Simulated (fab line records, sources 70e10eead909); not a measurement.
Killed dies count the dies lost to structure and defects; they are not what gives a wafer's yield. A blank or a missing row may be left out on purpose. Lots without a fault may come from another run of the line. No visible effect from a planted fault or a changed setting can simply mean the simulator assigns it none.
A struck lot beside a sound one | flow nand_harc | 35 steps out of a route of 1302
Sound: wafers L407.2, L407.3, L407.5. Wafers struck: L414.1, L414.2, L414.3. The cause is given at the end.
Per side, at each step with rows, come the tool, then ch with its chambers, and then its first start. Under that, the readings that differ: sound wafers | struck wafers | difference of the means | sigmas: that difference in standard deviations of wafers without a fault.
alike: words and numbers the same on both sides, and readings whose means are apart by under 2 such deviations; not compared: readings that were withheld, readings missing a value for some wafer, numbers with overlapping values and no deviation given by the record, and bounds like >300 which may hide the same value.
Wherever a step has rows on one side only, a row that says differs or no value, or a row with sigmas, the two part there. Numbers that don't overlap but have no deviation are shown without sigmas and don't part them. A reading that every wafer of one side lacks parts them only if that side has two wafers or more.

NHARC_A_SLIT_CD_MEAS_21:
  struck on cd_sem-03, day 24 18:07; sound on cd_sem-01, day 21 04:24
  alike: cd_nm
then, 3 steps without rows for these wafers: NHARC_A_SIN_REMOVE_WET_00 (chemistry H3PO4, time 15300 s); NHARC_A_SIN_REMOVE_PRECLEAN_01 (cleans in SC1); NHARC_A_SIN_REMOVE_SRD_02.
NHARC_A_SIN_REMOVE_INSPECT_04:
  struck on defect_inspect-01, day 25 00:47; sound on defect_inspect-02, day 21 11:04
  alike: raw_defect_count
then, 2 steps without rows for these wafers: NHARC_A_WL_FILL_ALD_00 (deposits Al2O3, target thk 3 nm, pulse time 3 s, ald cycles 30); NHARC_A_WL_FILL_RTA_01 (time 5 s).
NHARC_A_WL_FILL_ALD_02: deposits TiN, target thk 2 nm, pulse time 3 s, ald cycles 100.
  sound on ald_metal-02 ch 1,3, day 21 11:38; struck on ald_metal-01 ch 0,1,3, day 25 01:30
  alike: heater_power_w, precursor_pulse_height_rel
then, 1 step without rows for these wafers: NHARC_A_WL_FILL_CVD_03 (deposits W, target thk 40 nm, time 279 s).
NHARC_A_WL_FILL_ETCHBACK_04: etches the open film in NF3, target depth 60 nm, time 120 s.
  sound on rie_metal-02 ch 1, day 21 12:27; struck on rie_metal-03 ch 0,1, day 25 02:19
  alike: drypump_motor_current_A, oes_product_au
  not compared: rf_hours_counter_h
NHARC_A_WL_FILL_ETCHBACK_05: etches the open film in Cl2/BCl3, target depth 22 nm, time 60 s.
  sound on rie_metal-02 ch 0,1, day 21 12:40; struck on rie_metal-03 ch 0,1, day 25 02:34
  alike: drypump_motor_current_A, oes_product_au
  not compared: rf_hours_counter_h
NHARC_A_WL_FILL_STRIP_27: strips in N2/H2, time 20 s.
  sound on plasma_asher-02 ch 1, day 21 12:48; struck on plasma_asher-01 ch 0,1, day 25 02:44
  reading                     | sound       | struck      | difference | sigmas
  drypump_motor_current_A (A) | 6.5 6.5 6.5 | 5.4 5.8 5.4 | -1.0       | -3
  heater_power_w (W)          | 269 280 272 | 391 367 399 | +112       | +2
  not compared: rf_hours_counter_h
then, 14 steps without rows for these wafers: NHARC_A_WL_FILL_STRIP_28 (strips in post etch residue remover, time 1200 s); NHARC_A_WL_FILL_PRECLEAN_06 (cleans in DIW, time 300 s); NHARC_A_WL_FILL_SRD_07; NHARC_A_WL_FILL_ANNEAL_08 (time 1800 s); NHARC_A_WL_FILL_ALD_10 (deposits SiO2, target thk 50 nm, pulse time 10 s, ald cycles 500); NHARC_A_WL_FILL_ETCHBACK_16 (etches the open film in C4F8/O2/Ar, target depth 120 nm, time 24 s); NHARC_A_WL_FILL_STRIP_29 (strips in O2, time 20 s); NHARC_A_WL_FILL_ETCHBACK_17 (etches the open film in Cl2/BCl3, target depth 4 nm, time 26.7 s); NHARC_A_WL_FILL_PRECLEAN_18 (cleans in dHF, time 30 s); NHARC_A_WL_FILL_SRD_21; NHARC_A_WL_FILL_CVD_23 (deposits poly-Si, target thk 40 nm, time 800 s); NHARC_A_WL_FILL_ETCHBACK_26 (etches the open film in HBr, target depth 52 nm, time 13.3 s); NHARC_A_WL_FILL_PRECLEAN_30 (cleans in dHF, time 10 s); NHARC_A_WL_FILL_SRD_14.
NHARC_A_WL_FILL_ALD_19: deposits TiN, target thk 2 nm, pulse time 3 s, ald cycles 100.
  sound on ald_metal-01 ch 0,1,2, day 22 05:02; struck on ald_metal-01 ch 1,2,3, day 25 21:18
  alike: heater_power_w, precursor_pulse_height_rel
then, 4 steps without rows for these wafers: NHARC_A_WL_FILL_CVD_20 (deposits W, target thk 100 nm, time 74 s); NHARC_A_WL_FILL_CMP_12 (polishes, t overpolish 30 s, target thk 100 nm); NHARC_A_WL_FILL_SRD_31; NHARC_A_CONTACT_DEP_24 (deposits SiO2, target thk 500 nm).
NHARC_A_CONTACT_DEP_28: deposits aC, target thk 7000 nm.
  sound on acl_dep-02 ch 0, day 22 07:16; struck on acl_dep-03 ch 0, day 25 22:50
  alike: throttle_valve_pct
then, 2 steps without rows for these wafers: NHARC_A_CONTACT_DEP_29 (deposits SiON, target thk 100 nm); NHARC_A_CONTACT_DEHYDRATE_32 (time 120 s).
-- break in the record here, with 3 days between the starts of the struck wafers on either side (left off in module A_CONTACT, picked up again in module END, where the first step shown is number 1302 on the route) --
NHARC_END_SORT_01:
  here the record holds rows for the struck wafers (prober-01 ch 0, day 29 09:31) but none for the sound ones

== WHERE THEY PART ==
Last at NHARC_END_SORT_01 as far as this record goes, first at NHARC_A_WL_FILL_STRIP_27.

WHY: whatever the simulator had introduced
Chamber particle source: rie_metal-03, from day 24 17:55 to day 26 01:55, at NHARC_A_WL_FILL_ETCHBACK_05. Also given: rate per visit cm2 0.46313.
